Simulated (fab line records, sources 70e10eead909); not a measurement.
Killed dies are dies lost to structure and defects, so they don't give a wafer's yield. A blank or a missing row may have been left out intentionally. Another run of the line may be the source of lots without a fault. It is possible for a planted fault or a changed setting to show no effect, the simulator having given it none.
Matching of chambers :: flow nand-harc :: NHARC_P_M1_ETCH_35 on rie-diel-09: 4 sister chambers
The step etches the open film in N2/H2, target depth 40 nm, overetch 12 nm, time 43.94 s. 8 wafers are shown with their chamber, then 10 later ones without.

== WAFERS, EACH WITH ITS CHAMBER ==
wafer: L973.4
chamber: 2
drypump-motor-current-A (A): 5.8
rf-vpp-V (V): 431.7

wafer: L975.4
chamber: 2
drypump-motor-current-A (A): 5.9
rf-vpp-V (V): 431.5

wafer: L978.1
chamber: 0
drypump-motor-current-A (A): 5.9
rf-vpp-V (V): 434.0

wafer: L986.3
chamber: 3
drypump-motor-current-A (A): 5.2
rf-vpp-V (V): 431.3

wafer: L986.5
chamber: 1
drypump-motor-current-A (A): 5.5
rf-vpp-V (V): 426.5

wafer: L986.6
chamber: 0
drypump-motor-current-A (A): 5.9
rf-vpp-V (V): 434.9

wafer: L988.2
chamber: 3
drypump-motor-current-A (A): 5.2
rf-vpp-V (V): 430.3

wafer: L988.3
chamber: 1
drypump-motor-current-A (A): 5.5
rf-vpp-V (V): 427.5

== WAFERS WITHOUT THEIR CHAMBER ==
wafer: L988.6
drypump-motor-current-A (A): 5.2
rf-vpp-V (V): 430.5

wafer: L989.2
drypump-motor-current-A (A): 5.5
rf-vpp-V (V): 426.1

wafer: L989.5
drypump-motor-current-A (A): 5.9
rf-vpp-V (V): 431.5

wafer: L989.6
drypump-motor-current-A (A): 5.2
rf-vpp-V (V): 431.6

wafer: L991.2
drypump-motor-current-A (A): 5.9
rf-vpp-V (V): 431.4

wafer: L991.4
drypump-motor-current-A (A): 5.3
rf-vpp-V (V): 431.1

wafer: L991.6
drypump-motor-current-A (A): 5.9
rf-vpp-V (V): 434.4

wafer: L993.2
drypump-motor-current-A (A): 5.4
rf-vpp-V (V): 427.1

wafer: L993.3
drypump-motor-current-A (A): 5.9
rf-vpp-V (V): 434.7

wafer: L993.5
drypump-motor-current-A (A): 5.8
rf-vpp-V (V): 431.5

== EACH ONE'S CHAMBER ==
wafer: L988.6
from the rows above: 3
in truth: 3

wafer: L989.2
from the rows above: 1
in truth: 1

wafer: L989.5
from the rows above: 2
in truth: 2

wafer: L989.6
from the rows above: 3
in truth: 3

wafer: L991.2
from the rows above: 2
in truth: 2

wafer: L991.4
from the rows above: 3
in truth: 3

wafer: L991.6
from the rows above: 0
in truth: 0

wafer: L993.2
from the rows above: 1
in truth: 1

wafer: L993.3
from the rows above: 0
in truth: 0

wafer: L993.5
from the rows above: 2
in truth: 2
10 of 10 placed correctly. Can't be placed from these rows: 0. 0 placed wrongly.
How it was worked out, from the rows above alone: a wafer's distance from a chamber is the root of the sum, over the readings, of the square of ((its reading less the chamber's mean) divided by the reading's scatter). The wafer belongs to the nearest chamber; if the next one is less than 2 further off, it can't be placed. For every chamber, the mean is computed from those of its wafers that are shown. How the scatter is found: for the shown wafers, subtract from each reading the mean of its chamber, square and add these, divide the total by (wafers less chambers), then take the root.
